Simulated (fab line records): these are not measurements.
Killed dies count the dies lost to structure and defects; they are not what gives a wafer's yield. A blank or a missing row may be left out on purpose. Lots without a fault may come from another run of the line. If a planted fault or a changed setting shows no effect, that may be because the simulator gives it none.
fab line records | flow nandHarc
[record] lots = 24 wafers = 72 lastDay = 24
route steps=1159 shown A_STAIRCASE@630
lots that met no fault: taken from a fault-free run of the same line
startH: start of the lot's first displayed wafer, in hours after the record's first day | waitH: hours from the lot's prior step to this one | " repeats the value in the row above | L1.1+2: several wafers, shown together as one row | - either no value or no given start | * or withheld: withheld | < > ~ a bound
route shown NAME@n: a module of which the file shows steps, and the number in the route of the first | usual: mean/standard deviation taken from wafers without a fault | same: alike in all rows | chamber/n: place in a boat | sites: each site's reading | _std_site: their standard deviation | _edge_site: mean of outer sites minus mean of inner sites | radiusMm: for every site, how far away it sits from the centre of the wafer | mask NAME#n: copy n | behind: the most recent tool/chamber to have shaped the wafer | hold: what put the lot on hold/how long, in hours/how the hold closed | device: the transistor (n, p or np) that didn't switch | end of line: tests of these same wafers at the route's end | for a step that has no rows: nothing shown but its recipe | killed: not the wafer's yield, but the dies lost to structure and defects at the first sort | map: per-die view of a wafer (x killed, . not killed, _ where there is no die)
set.NAME: setting as actually run; set.NAME@STEP: the setting as run at that earlier step | model.NAME: the simulator's own value behind a step, which no gauge read
a sample of lots followed through the steps of the route, with each step as a table and each wafer as a row
services: a tool's chamber out of use, with start hour (startH, from the record's first day; less than 0 if before it), hours out, and reason
[[steps]]
[step NHARC_A_STAIRCASE_ETCH_236]
[recipe] targetDepthA = 1000 timeS = 40.5 ionEnergyEv = 400 c4f8FlowSccm = 20 o2FlowSccm = 10 arFlowSccm = withheld rfW = 600 biasW = 1000 chemistry = C4F8/O2
[usual] oesProductAu = 0.943/0.013 rfVppV = 895/5.5
// columns lot.wafer tool chamber startH waitH oesProductAu rfHoursCounterH rfVppV
L076.2 rieDiel-03 3 - - 0.934 11 892
L076.5 " 1 " " 0.918 - 893
L076.6 " 2 " " 0.952 - 900
L074.3 rieDiel-03 3 - - 0.951 11 892
L074.1 " 0 " " 0.941 10 898
L074.4 " 1 " " 0.919 12 891
L077.4 rieDiel-11 3 - - 0.938 24 891
L077.3 " 1 " " 0.949 26 899
L077.2 " 2 " " 0.950 25 891
L078.3 rieDiel-02 3 - - 0.962 43 903
L078.4 " 0 " " 0.942 44 902
L078.6 " 0 " " 0.942 - 902
L075.3 rieDiel-03 2 - - 0.954 14 899
L075.1 " 1 " " 0.924 13 891
L075.6 " 3 " " 0.938 - 891
L079.3 rieDiel-11 3 - - 0.942 27 893
L079.4 " 1 " " 0.938 29 899
L079.5 " 3 " " 0.944 - 894
L080.2 rieDiel-02 0 - - 0.913 50 900
L080.6 " 2 " " 0.920 - 886
L080.5 " 3 " " 0.920 - 903
L081.4 rieDiel-11 0 - - 0.941 34 888
L081.2 " 1 " " 0.949 36 899
L081.3 " 3 " " 0.934 32 893
L083.4 rieDiel-02 3 - - 0.950 57 904
L083.2 " 1 " " 0.934 53 886
L083.6 " 3 " " 0.951 - 901
L082.4 rieDiel-11 3 - - 0.946 35 894
L082.1 " 0 " " 0.950 36 889
L082.6 " 3 " " 0.936 - 893
L087.1 rieDiel-11 3 - - 0.952 43 893
L087.3 " 0 " " 0.959 44 890
L087.5 " 2 " " 0.959 - 893
L084.1 rieDiel-03 1 - - 0.918 33 890
L084.2 " 2 " " 0.954 36 899
L084.3 " 3 " " 0.941 35 891
L085.3 rieDiel-11 0 - - 0.931 47 889
L085.5 " 1 " " 0.919 - 899
L085.6 " 2 " " 0.939 - 890
L086.4 rieDiel-11 0 - - 0.971 47 891
L086.1 " 2 " " 0.939 49 893
L086.3 " 3 " " 0.959 46 893
L090.1 rieDiel-03 2 - - 0.967 44 900
L090.4 " 3 " " 0.927 43 892
L090.5 " 1 " " 0.928 - 890
L089.4 rieDiel-02 0 - - 0.927 2 902
L089.1 " 1 " " 0.939 2 886
L089.5 " 3 " " 0.951 - 901
L088.3 rieDiel-02 1 - - 0.945 3 887
L088.2 " 3 " " 0.954 2 902
L088.1 " 0 " " 0.944 3 900
L091.1 rieDiel-11 3 - - 0.934 51 893
L091.3 " 0 " " 0.932 52 891
L091.6 " 2 " " 0.934 - 892
L092.3 rieDiel-11 2 - - 0.958 59 891
L092.1 " 3 " " 0.954 55 893
L092.6 " 3 " " 0.952 - 893
L093.3 rieDiel-11 3 - - 0.950 57 893
L093.1 " 0 " " 0.957 58 890
L093.6 " 2 " " 0.953 - 891
L094.1 rieDiel-11 2 - - 0.952 61 890
L094.2 " 3 " " 0.949 58 893
L094.4 " 0 " " 0.945 59 889
L095.1 rieDiel-02 0 - - 0.924 12 901
L095.4 " 3 " " 0.926 11 901
L095.5 " 1 " " 0.936 - 889
L097.3 rieDiel-02 1 - - 0.951 17 889
L097.2 " 3 " " 0.944 14 901
L097.6 " 2 " " 0.937 - 906
L096.1 rieDiel-11 3 - - 0.956 1 894
L096.2 " 1 " " 0.940 1 899
L096.6 " 2 " " 0.954 - 891
[step NHARC_A_STAIRCASE_STRIP_238]
[recipe] powerW = 1500 tempC = 250 chemistry = O2
[usual] drypumpMotorCurrentA = 5.7/0.57 heaterPowerW = 348/23
// columns lot.wafer tool chamber startH waitH drypumpMotorCurrentA heaterPowerW rfHoursCounterH
L076.2 plasmaAsher-01 0 260.10 0.3 5.2 311 54
L076.6 " 0 " " 5.2 315 -
L076.5 " 1 " " 6.2 349 -
L074.1 plasmaAsher-01 0 260.38 0.4 5.1 315 54
L074.4 " 0 " " 5.1 308 -
L074.3 " 1 " " 6.2 353 -
L077.2 plasmaAsher-01 0 263.01 0.7 5.1 302 57
L077.4 " 0 " " 5.2 299 -
L077.3 " 1 " " 6.2 355 -
L078.4 plasmaAsher-01 0 263.38 1.0 5.2 310 -
L078.3 " 1 " " 6.2 353 -
L078.6 " 1 " " 6.2 351 -
L075.1 plasmaAsher-01 0 266.36 0.1 5.1 310 58
L075.3 " 0 " " 5.1 309 -
L075.6 " 0 " " 5.2 308 -
L079.3 plasmaAsher-02 1 271.77 0.2 5.1 356 -
L079.4 " 0 " " 6.4 356 -
L079.5 " 1 " " 5.1 362 -
L080.2 plasmaAsher-02 0 278.76 0.1 6.4 361 28
L080.6 " 1 " " 5.2 363 -
L080.5 " 0 " " 6.4 359 -
L081.2 plasmaAsher-01 0 291.66 0.1 5.1 317 2
L081.4 " 1 " " 6.2 362 -
L081.3 " 0 " " 5.2 316 -
L083.2 plasmaAsher-01 1 301.83 0.1 6.2 363 6
L083.4 " 1 " " 6.2 369 -
L083.6 " 1 " " 6.2 374 -
L082.1 plasmaAsher-01 0 302.81 0.1 5.2 314 6
L082.4 " 1 " " 6.2 363 -
L082.6 " 0 " " 5.2 326 -
L087.1 plasmaAsher-02 0 329.12 0.1 6.4 354 51
L087.3 " 0 " " 6.4 359 -
L087.5 " 0 " " 6.4 353 -
L084.2 plasmaAsher-01 1 329.50 0.1 6.2 373 7
L084.1 " 0 " " 5.2 319 7
L084.3 " 1 " " 6.2 377 -
L085.3 plasmaAsher-02 0 333.29 0.5 6.4 355 -
L085.5 " 0 " " 6.4 353 -
L085.6 " 1 " " 5.1 351 -
L086.1 plasmaAsher-01 0 333.77 0.2 5.2 319 9
L086.4 " 0 " " 5.2 319 -
L086.3 " 1 " " 6.2 374 -
L090.1 plasmaAsher-02 1 341.74 0.1 5.1 353 56
L090.4 " 0 " " 6.4 352 -
L090.5 " 0 " " 6.4 357 -
L089.1 plasmaAsher-01 0 343.09 0.1 5.2 314 12
L089.4 " 1 " " 6.2 367 -
L089.5 " 1 " " 6.2 375 -
L088.1 plasmaAsher-02 1 344.87 0.1 5.2 351 58
L088.2 " 0 " " 6.4 345 58
L088.3 " 1 " " 5.1 358 -
L091.1 plasmaAsher-01 0 345.00 0.2 5.2 315 13
L091.3 " 1 " " 6.2 369 -
L091.6 " 0 " " 5.1 319 -
L092.1 plasmaAsher-01 1 356.66 0.1 6.2 358 17
L092.3 " 0 " " 5.2 316 -
L092.6 " 0 " " 5.2 322 -
L093.1 plasmaAsher-02 1 359.94 0.1 5.1 356 63
L093.3 " 1 " " 5.1 351 -
L093.6 " 0 " " 6.4 350 -
L094.2 plasmaAsher-01 1 362.36 0.1 6.2 361 19
L094.1 " 0 " " 5.2 317 19
L094.4 " 1 " " 6.2 371 -
L095.1 plasmaAsher-02 0 370.21 0.1 6.4 358 0
L095.4 " 1 " " 5.1 380 -
L095.5 " 1 " " 5.1 367 -
L097.2 plasmaAsher-02 0 377.68 0.1 6.4 361 3
L097.3 " 0 " " 6.4 359 -
L097.6 " 0 " " 6.4 370 -
L096.2 plasmaAsher-02 1 380.98 0.1 5.2 370 4
L096.1 " 0 " " 6.3 367 4
L096.6 " 1 " " 5.1 380 -
[step NHARC_A_STAIRCASE_HM_OPEN_463]
[recipe] o2FlowSccm = 400 cosFlowSccm = 20 arFlowSccm = 0 rfW = 500 biasW = 300 chemistry = O2/COS
[usual] drypumpMotorCurrentA = 5.9/0.47 oesProductAu = 0.998/0.012 rfVppV = 467/3 showerheadPlenumPTorr = 3.10/0.13 throttleValvePct = 28.331/0.0088
// columns lot.wafer tool chamber startH waitH drypumpMotorCurrentA oesProductAu rfHoursCounterH rfVppV showerheadPlenumPTorr throttleValvePct
L076.2 rieDiel-03 0 - - 5.7 0.988 13 468 3.15 28.326
L076.6 " 1 " " 5.3 0.977 - 464 3.01 28.323
L076.5 " 2 " " 5.8 1.012 - 468 3.22 28.314
L074.4 rieDiel-02 0 - - 5.4 0.987 48 468 3.25 28.335
L074.1 " 1 " " 5.4 0.982 43 462 2.92 28.330
L074.3 " 2 " " 6.5 1.007 41 462 2.89 28.336
L077.3 rieDiel-02 0 - - 5.4 0.981 48 470 3.24 28.345
L077.2 " 1 " " 5.4 0.990 43 462 2.92 28.337
L077.4 " 2 " " 6.4 0.999 41 462 2.89 28.331
L078.3 rieDiel-11 2 - - 6.4 0.999 29 466 3.02 28.338
L078.4 " 1 " " 5.7 1.001 30 468 3.21 28.334
L078.6 " 2 " " 6.5 1.012 - 464 3.02 28.322
L075.3 rieDiel-02 3 - - 6.7 0.992 47 470 3.28 28.345
L075.1 " 2 " " 6.5 0.999 42 461 2.89 28.330
L075.6 " 0 " " 5.4 0.985 - 470 3.25 28.332
L079.3 rieDiel-03 0 - - 5.7 0.999 15 468 3.15 28.339
L079.4 " 2 " " 5.8 1.013 18 468 3.22 28.334
L079.5 " 0 " " 5.7 0.988 - 468 3.15 28.335
L080.2 rieDiel-03 3 - - 5.2 0.977 21 465 3.00 28.331
L080.6 " 3 " " 5.2 0.985 - 465 3.00 28.338
L080.5 " 0 " " 5.7 0.968 - 467 3.15 28.338
L081.2 rieDiel-02 1 - - 5.4 0.993 53 463 2.92 28.331
L081.4 " 2 " " 6.5 1.008 49 460 2.89 28.338
L081.3 " 3 " " 6.7 1.002 57 470 3.28 28.315
L083.4 rieDiel-11 2 - - 6.5 1.006 41 465 3.02 28.334
L083.2 " 3 " " 6.0 1.015 37 465 3.06 28.350
L083.6 " 1 " " 5.7 0.993 - 469 3.21 28.320
L082.1 rieDiel-11 0 - - 6.1 1.012 39 463 2.97 28.327
L082.4 " 1 " " 5.7 0.998 42 468 3.21 28.325
L082.6 " 1 " " 5.6 0.994 - 468 3.21 28.330
L087.3 rieDiel-11 1 - - 5.7 0.990 54 468 3.20 28.322
L087.1 " 3 " " 6.0 1.007 50 465 3.05 28.332
L087.5 " 0 " " 6.1 1.003 - 463 2.96 28.338
L084.1 rieDiel-11 1 - - 5.7 0.984 54 469 3.20 28.331
L084.2 " 3 " " 6.0 1.010 50 465 3.05 28.330
L084.3 " 0 " " 6.0 1.007 51 463 2.96 28.329
L085.3 rieDiel-02 2 - - 6.4 0.999 2 471 3.37 28.343
L085.5 " 0 " " 5.4 0.991 - 469 3.23 28.340
L085.6 " 1 " " 5.4 1.002 - 462 2.91 28.315
L086.3 rieDiel-03 3 - - 5.2 0.998 45 465 2.99 28.329
L086.1 " 0 " " 5.7 0.989 40 468 3.14 28.337
L086.4 " 2 " " 5.8 1.014 48 469 3.21 28.324
L090.1 rieDiel-11 3 - - 6.0 1.015 55 465 3.05 28.318
L090.4 " 2 " " 6.4 1.011 59 465 3.01 28.337
L090.5 " 0 " " 6.1 1.018 - 465 2.96 28.325
L089.4 rieDiel-11 0 - - 6.1 1.021 56 465 2.96 28.334
L089.1 " 1 " " 5.7 1.007 59 471 3.20 28.321
L089.5 " 3 " " 5.9 1.003 - 465 3.05 28.326
L091.1 rieDiel-03 1 - - 5.3 0.981 50 465 2.99 28.318
L091.3 " 3 " " 5.2 0.985 50 463 2.99 28.320
L091.6 " 2 " " 5.8 1.007 - 470 3.20 28.327
L088.2 rieDiel-02 2 - - 6.4 1.013 9 472 3.37 28.336
L088.3 " 3 " " 6.7 0.992 8 472 3.27 28.334
L088.1 " 0 " " 5.4 0.979 9 470 3.23 28.335
L092.1 rieDiel-03 1 - - 5.2 0.973 52 465 2.99 28.325
L092.3 " 0 " " 5.7 0.997 48 467 3.14 28.325
L092.6 " 2 " " 5.7 1.011 - 469 3.20 28.321
L093.3 rieDiel-02 3 - - 6.7 0.999 11 470 3.27 28.330
L093.1 " 0 " " 5.4 0.991 12 468 3.23 28.326
L093.6 " 2 " " 6.5 1.012 - 473 3.37 28.356
L094.2 rieDiel-03 3 - - 5.2 0.988 55 464 2.99 28.329
L094.1 " 1 " " 5.3 0.984 54 464 2.99 28.345
L094.4 " 2 " " 5.7 1.024 57 469 3.20 28.336
L095.4 rieDiel-11 1 - - 5.7 0.998 1 469 3.19 28.345
L095.1 " 2 " " 6.4 0.990 1 465 3.00 28.330
L095.5 " 1 " " 5.7 0.995 - 467 3.19 28.326
L097.2 rieDiel-02 0 - - 5.4 1.003 21 471 3.22 28.336
L097.3 " 2 " " 6.5 1.007 21 472 3.36 28.345
L097.6 " 0 " " 5.4 0.985 - 468 3.22 28.341
L096.1 rieDiel-11 2 - - 6.5 0.997 5 466 3.00 28.337
L096.2 " 3 " " 6.0 1.007 6 464 3.05 28.339
L096.6 " 0 " " 6.0 0.996 - 463 2.96 28.328
[step NHARC_A_STAIRCASE_STRIP_316]
[recipe] o2FlowSccm = 500 arFlowSccm = 0 biasW = 0 chemistry = O2
[usual] drypumpMotorCurrentA = 5.9/0.47 oesProductAu = 0.998/0.011 rfVppV = 57.8/1 showerheadPlenumPTorr = 3.49/0.15 throttleValvePct = 17.037/0.0092
// columns lot.wafer tool chamber startH waitH drypumpMotorCurrentA oesProductAu rfHoursCounterH rfVppV showerheadPlenumPTorr throttleValvePct
L074.4 rieDiel-02 2 - - 6.5 1.011 41 56.8 3.27 17.039
L074.3 " 0 " " 5.4 0.981 48 57.6 3.67 17.035
L074.1 " 1 " " 5.4 0.999 43 57.4 3.30 17.050
L076.2 rieDiel-03 0 - - 5.7 0.979 14 59.1 3.56 17.056
L076.6 " 2 " " 5.7 1.002 - 59.1 3.64 17.033
L076.5 " 3 " " 5.2 0.996 - 56.9 3.40 17.033
L077.3 rieDiel-02 3 - - 6.7 0.989 47 60.4 3.71 17.051
L077.4 " 0 " " 5.4 0.989 49 57.2 3.67 17.032
L077.2 " 1 " " 5.4 0.994 44 56.7 3.30 17.030
L078.4 rieDiel-11 0 - - 6.1 1.008 29 59.0 3.36 17.023
L078.3 " 1 " " 5.7 0.998 30 58.0 3.63 17.022
L078.6 " 3 " " 6.0 0.992 - 57.3 3.46 17.046
L075.3 rieDiel-02 3 - - 6.7 1.000 48 58.3 3.71 17.041
L075.1 " 0 " " 5.4 0.970 50 57.5 3.67 17.050
L075.6 " 0 " " 5.4 0.985 - 58.8 3.67 17.037
L079.4 rieDiel-03 2 - - 5.8 1.003 18 58.1 3.64 17.045
L079.3 " 3 " " 5.2 0.993 17 57.6 3.40 17.029
L079.5 " 1 " " 5.3 0.977 - 58.9 3.40 17.031
L080.2 rieDiel-03 2 - - 5.7 1.004 23 58.2 3.64 17.020
L080.6 " 2 " " 5.8 1.003 - 58.6 3.64 17.040
L080.5 " 3 " " 5.2 0.992 - 58.1 3.40 17.028
L081.4 rieDiel-02 3 - - 6.7 0.997 58 57.2 3.70 17.040
L081.3 " 0 " " 5.4 0.987 60 57.7 3.66 17.046
L081.2 " 1 " " 5.4 0.990 53 56.5 3.30 17.027
L083.2 rieDiel-11 0 - - 6.1 1.010 39 56.7 3.36 17.028
L083.4 " 2 " " 6.4 1.010 41 57.7 3.41 17.055
L083.6 " 3 " " 6.0 1.012 - 58.8 3.46 17.039
L082.1 rieDiel-11 0 - - 6.1 1.014 39 56.4 3.36 17.022
L082.4 " 1 " " 5.7 0.999 42 57.5 3.62 17.041
L082.6 " 3 " " 6.0 1.006 - 58.3 3.46 17.030
L087.1 rieDiel-11 0 - - 6.1 1.010 51 57.0 3.35 17.054
L087.3 " 2 " " 6.4 1.002 53 58.2 3.40 17.046
L087.5 " 0 " " 6.0 1.011 - 58.0 3.35 17.040
L084.1 rieDiel-11 1 - - 5.7 0.988 55 57.5 3.61 17.028
L084.3 " 2 " " 6.4 1.001 54 57.5 3.40 17.034
L084.2 " 3 " " 6.0 1.016 51 58.8 3.45 17.041
L085.3 rieDiel-02 2 - - 6.4 1.009 3 57.2 3.81 17.029
L085.6 " 0 " " 5.4 0.994 - 57.2 3.65 17.036
L085.5 " 1 " " 5.4 1.000 - 56.5 3.29 17.039
L086.1 rieDiel-03 1 - - 5.3 0.990 44 55.6 3.39 17.036
L086.3 " 2 " " 5.7 1.011 48 58.3 3.62 17.030
L086.4 " 0 " " 5.7 0.983 41 57.3 3.55 17.052
L090.4 rieDiel-11 2 - - 6.5 1.007 59 58.8 3.40 17.043
L090.1 " 3 " " 6.0 1.005 56 59.7 3.45 17.038
L090.5 " 3 " " 6.0 1.006 - 59.2 3.45 17.029
L089.4 rieDiel-11 0 - - 6.1 1.003 57 57.1 3.35 17.025
L089.1 " 1 " " 5.7 0.982 60 59.2 3.61 17.033
L089.5 " 3 " " 6.0 1.003 - 58.7 3.45 17.026
L091.3 rieDiel-03 0 - - 5.7 0.990 46 57.2 3.55 17.034
L091.1 " 1 " " 5.3 0.971 50 56.2 3.39 17.037
L091.6 " 2 " " 5.8 1.013 - 59.3 3.62 17.042
L088.1 rieDiel-02 0 - - 5.4 0.990 10 56.5 3.65 17.036
L088.3 " 2 " " 6.5 1.009 9 58.4 3.80 17.044
L088.2 " 3 " " 6.7 0.998 8 58.4 3.69 17.036
L092.3 rieDiel-03 0 - - 5.7 0.989 48 57.9 3.54 17.045
L092.1 " 1 " " 5.3 0.985 53 59.1 3.38 17.045
L092.6 " 1 " " 5.3 0.983 - 56.0 3.38 17.029
L093.1 rieDiel-02 3 - - 6.7 0.993 11 57.9 3.69 17.041
L093.3 " 0 " " 5.4 0.992 13 57.7 3.65 17.055
L093.6 " 3 " " 6.7 0.998 - 58.1 3.69 17.045
L094.2 rieDiel-03 2 - - 5.8 1.004 57 57.3 3.62 17.020
L094.1 " 3 " " 5.2 0.990 55 57.2 3.38 17.036
L094.4 " 0 " " 5.7 0.994 50 57.9 3.54 17.046
L095.1 rieDiel-11 0 - - 6.0 0.997 3 56.7 3.35 17.035
L095.4 " 1 " " 5.7 0.996 3 59.2 3.61 17.047
L095.5 " 2 " " 6.4 1.007 - 57.3 3.40 17.039
L097.3 rieDiel-02 0 - - 5.4 1.008 22 61.4 3.64 17.040
L097.2 " 3 " " 6.7 1.008 21 57.4 3.69 17.024
L097.6 " 1 " " 5.4 1.014 - 57.7 3.28 17.043
L096.1 rieDiel-11 3 - - 6.0 1.011 6 56.4 3.44 17.030
L096.2 " 2 " " 6.4 0.990 6 56.7 3.39 17.048
L096.6 " 0 " " 6.1 0.991 - 57.8 3.35 17.044
[step NHARC_A_STAIRCASE_STRIP_476]
[recipe] timeS = 20 o2FlowSccm = 500 arFlowSccm = 0 biasW = 0 chemistry = O2
[usual] drypumpMotorCurrentA = 5.8/0.43 oesProductAu = 0.998/0.012 rfVppV = 57.7/0.84 showerheadPlenumPTorr = 3.49/0.13 throttleValvePct = 17.035/0.0096
// columns lot.wafer tool chamber startH waitH drypumpMotorCurrentA oesProductAu rfHoursCounterH rfVppV showerheadPlenumPTorr throttleValvePct
L074.3 rieDiel-02 1 277.50 0.2 5.4 0.977 44 56.6 3.30 17.025
L074.1 " 2 " " 6.4 0.994 42 57.1 3.27 17.049
L074.4 " 3 " " 6.7 0.997 48 57.4 3.71 17.019
L076.2 rieDiel-03 0 277.95 0.6 5.7 0.986 15 58.4 3.56 17.026
L076.5 " 1 " " 5.3 0.989 - 58.9 3.40 17.025
L076.6 " 2 " " 5.8 0.999 - 58.6 3.64 17.047
L077.3 rieDiel-11 2 278.45 0.1 6.4 1.001 31 59.3 3.41 17.039
L077.2 " 0 " " 6.1 1.016 30 56.6 3.36 17.042
L077.4 " 1 " " 5.7 0.999 - 58.4 3.63 17.030
L078.3 rieDiel-03 1 278.87 0.1 5.3 0.989 16 58.0 3.40 17.060
L078.4 " 3 " " 5.2 1.000 17 57.8 3.40 17.027
L078.6 " 1 " " 5.3 0.986 - 58.0 3.40 17.040
L075.3 rieDiel-11 1 281.37 0.1 5.7 1.007 32 57.8 3.63 17.037
L075.1 " 0 " " 6.1 1.020 30 57.0 3.36 17.042
L075.6 " 1 " " 5.7 0.990 - 57.8 3.63 17.037
L079.3 rieDiel-11 0 286.01 0.1 6.1 1.004 32 56.9 3.36 17.017
L079.4 " 3 " " 6.0 0.991 30 57.0 3.46 17.036
L079.5 " 0 " " 6.1 1.006 - 59.3 3.36 17.046
L080.2 rieDiel-11 1 294.88 0.1 5.7 0.999 36 59.2 3.62 17.042
L080.5 " 2 " " 6.5 1.006 - 56.9 3.41 17.038
L080.6 " 3 " " 6.0 1.016 - 58.7 3.46 17.045
L081.2 rieDiel-03 1 307.10 0.1 5.3 0.975 23 56.2 3.40 17.029
L081.3 " 3 " " 5.2 0.985 25 57.4 3.39 17.027
L081.4 " 0 " " 5.7 0.993 20 58.2 3.56 17.037
L083.4 rieDiel-11 2 318.37 0.1 6.4 0.994 42 56.8 3.41 17.036
L083.2 " 1 " " 5.7 0.988 43 57.6 3.62 17.035
L083.6 " 2 " " 6.4 1.004 - 56.7 3.41 17.051
L082.4 rieDiel-03 2 319.85 0.1 5.8 1.018 31 57.6 3.63 17.038
L082.1 " 3 " " 5.2 0.983 31 58.0 3.39 17.048
L082.6 " 2 " " 5.8 1.014 - 58.2 3.63 17.028
L087.3 rieDiel-02 2 346.54 0.3 6.5 1.013 3 58.7 3.81 17.041
L087.1 " 1 " " 5.4 1.003 3 56.5 3.29 17.058
L087.5 " 3 " " 6.7 1.005 - 59.0 3.70 17.034
L084.2 rieDiel-03 2 348.81 0.1 5.8 1.004 48 56.9 3.62 17.036
L084.3 " 3 " " 5.2 0.988 45 59.4 3.38 17.034
L084.1 " 0 " " 5.7 0.980 40 56.8 3.55 17.047
L085.3 rieDiel-11 1 349.84 0.1 5.7 0.988 56 58.0 3.61 17.035
L085.5 " 0 " " 6.1 1.006 - 57.9 3.35 17.029
L085.6 " 1 " " 5.7 0.982 - 59.9 3.61 17.039
L086.1 rieDiel-03 2 353.67 0.2 5.8 1.015 49 57.7 3.62 17.018
L086.4 " 3 " " 5.2 0.987 47 56.4 3.38 17.050
L086.3 " 1 " " 5.3 0.974 46 56.7 3.39 17.054
L090.1 rieDiel-11 0 360.89 0.1 6.1 1.009 58 58.3 3.35 17.043
L090.4 " 2 " " 6.4 1.007 61 59.0 3.40 17.039
L090.5 " 1 " " 5.7 0.997 - 56.2 3.61 17.023
L089.4 rieDiel-11 3 361.80 0.2 6.0 1.005 57 57.7 3.45 17.035
L089.1 " 1 " " 5.7 0.987 61 56.6 3.61 17.029
L089.5 " 3 " " 6.0 1.000 - 56.8 3.45 17.021
L091.1 rieDiel-11 3 364.42 0.1 6.0 1.007 58 58.1 3.45 17.020
L091.3 " 2 " " 6.4 1.016 62 57.5 3.40 17.026
L091.6 " 3 " " 6.0 1.017 - 58.0 3.45 17.024
L088.3 rieDiel-03 2 365.21 0.1 5.8 0.999 55 57.2 3.62 17.024
L088.1 " 3 " " 5.2 0.967 51 56.3 3.38 17.044
L088.2 " 0 " " 5.7 0.981 47 58.5 3.55 17.041
L092.3 rieDiel-03 2 373.35 0.2 5.7 1.010 57 57.2 3.62 17.021
L092.1 " 3 " " 5.2 0.974 55 58.3 3.38 17.052
L092.6 " 2 " " 5.8 1.012 - 58.3 3.62 17.011
L093.1 rieDiel-02 1 374.39 0.1 5.4 0.999 15 57.5 3.28 17.037
L093.3 " 2 " " 6.4 1.008 13 58.1 3.80 17.034
L093.6 " 1 " " 5.4 1.001 - 58.4 3.29 17.023
L094.1 rieDiel-03 0 377.82 0.1 5.7 0.992 51 57.4 3.54 17.035
L094.2 " 2 " " 5.8 1.008 58 58.6 3.62 17.031
L094.4 " 3 " " 5.2 0.977 56 58.1 3.38 17.032
L095.1 rieDiel-11 0 387.36 0.1 6.1 0.995 3 57.4 3.35 17.029
L095.4 " 1 " " 5.7 0.988 3 57.1 3.61 17.036
L095.5 " 1 " " 5.6 0.997 - 57.6 3.61 17.048
L097.2 rieDiel-02 0 395.12 0.2 5.4 1.009 23 58.7 3.64 17.025
L097.3 " 3 " " 6.7 1.010 22 57.0 3.69 17.025
L097.6 " 1 " " 5.4 1.010 - 57.2 3.28 17.028
L096.1 rieDiel-11 0 397.74 1.5 6.2 0.998 7 58.4 3.34 17.047
L096.2 " 3 " " 6.0 0.991 8 57.7 3.44 17.041
L096.6 " 0 " " 6.1 0.992 - 57.4 3.34 17.037
[step NHARC_A_STAIRCASE_DEP_325]
[recipe] targetThkA = 38000 tempC = 400 targetThkNm = 3800 teosFlowSccm = 200 rfW = 500 material = SiO2
[usual] heaterPowerW = 647/130
// columns lot.wafer tool chamber startH waitH heaterPowerW
L074.1 pecvd-04 2 303.73 0.1 658
L074.3 " 0 " " 713
L074.4 " 1 " " 786
L076.2 pecvd-02 0 304.07 0.4 885
L076.6 " 2 " " 598
L076.5 " 0 " " 715
L077.3 pecvd-01 2 304.16 0.5 501
L077.2 " 1 " " 642
L077.4 " 2 " " 408
L078.3 pecvd-04 2 304.40 0.7 664
L078.4 " 2 " " 558
L078.6 " 0 " " 694
L075.3 pecvd-01 1 309.10 0.2 568
L075.1 " 2 " " 436
L075.6 " 1 " " 514
L079.3 pecvd-04 2 313.35 0.3 656
L079.4 " 1 " " 760
L079.5 " 2 " " 551
L080.2 pecvd-01 0 322.98 0.1 843
L080.5 " 0 " " 673
L080.6 " 1 " " 529
L081.2 pecvd-01 0 336.95 0.1 784
L081.3 " 1 " " 614
L081.4 " 1 " " 524
L082.1 pecvd-04 0 347.74 0.3 771
L082.6 " 1 " " 762
L082.4 " 2 " " 542
L083.2 pecvd-02 1 347.77 0.3 595
L083.4 " 2 " " 572
L083.6 " 1 " " 545
L087.1 pecvd-02 2 374.83 0.1 673
L087.3 " 0 " " 752
L087.5 " 1 " " 530
L084.2 pecvd-01 1 374.88 0.1 525
L084.3 " 2 " " 451
L084.1 " 0 " " 805
L085.3 pecvd-04 2 374.89 0.1 600
L085.6 " 2 " " 552
L085.5 " 1 " " 770
L086.3 pecvd-01 1 386.30 0.1 546
L086.1 " 2 " " 520
L086.4 " 0 " " 676
L090.1 pecvd-02 1 386.49 0.3 604
L090.4 " 0 " " 702
L090.5 " 1 " " 558
L089.1 pecvd-02 2 387.05 0.8 690
L089.5 " 0 " " 701
L089.4 " 2 " " 551
L091.1 pecvd-01 1 391.89 0.1 615
L091.3 " 0 " " 689
L091.6 " 0 " " 683
L088.1 pecvd-02 1 392.04 0.2 684
L088.2 " 2 " " 578
L088.3 " 0 " " 781
L093.1 pecvd-02 2 402.36 0.1 621
L093.3 " 1 " " 676
L093.6 " 2 " " 548
L092.1 pecvd-01 1 402.45 0.2 571
L092.3 " 2 " " 477
L092.6 " 1 " " 517
L094.1 pecvd-04 1 402.58 0.3 823
L094.2 " 2 " " 673
L094.4 " 1 " " 740
L095.1 pecvd-04 1 413.78 0.1 888
L095.4 " 1 " " 748
L095.5 " 2 " " 588
L096.1 pecvd-04 0 423.85 0.1 844
L096.2 " 1 " " 945
L096.6 " 0 " " 683
L097.3 pecvd-02 2 423.98 0.2 640
L097.2 " 0 " " 853
L097.6 " 1 " " 537
[[services]]
// columns tool chamber startH hours kind
pecvd-01 - 237.34 13.0 pm
rieDiel-11 0 247.53 - clean
rieDiel-11 1 247.53 - clean
rieDiel-11 2 247.53 - clean
plasmaAsher-02 - 251.80 2.4 repair
rieDiel-02 1 257.50 4.1 repair
rieDiel-02 2 258.44 3.6 repair
plasmaAsher-02 - 258.98 4.4 repair
plasmaAsher-01 - 276.00 9.0 pm
rieDiel-11 3 277.80 4.9 repair
rieDiel-02 2 280.39 2.5 repair
rieDiel-02 2 304.28 2.5 repair
rieDiel-02 - 319.51 0.7 repair
rieDiel-02 - 328.07 9.0 pm
pecvd-02 - 334.00 13.0 pm
pecvd-01 0 360.10 13.8 repair
plasmaAsher-02 - 360.18 9.0 pm
rieDiel-11 - 366.63 9.0 pm
pecvd-02 - 369.11 0.8 repair
pecvd-04 - 377.30 13.0 pm
rieDiel-02 - 378.95 0.4 repair
rieDiel-03 - 392.32 9.0 pm
rieDiel-11 2 393.52 2.7 repair
pecvd-01 - 418.44 13.0 pm
[[key]]
fault none
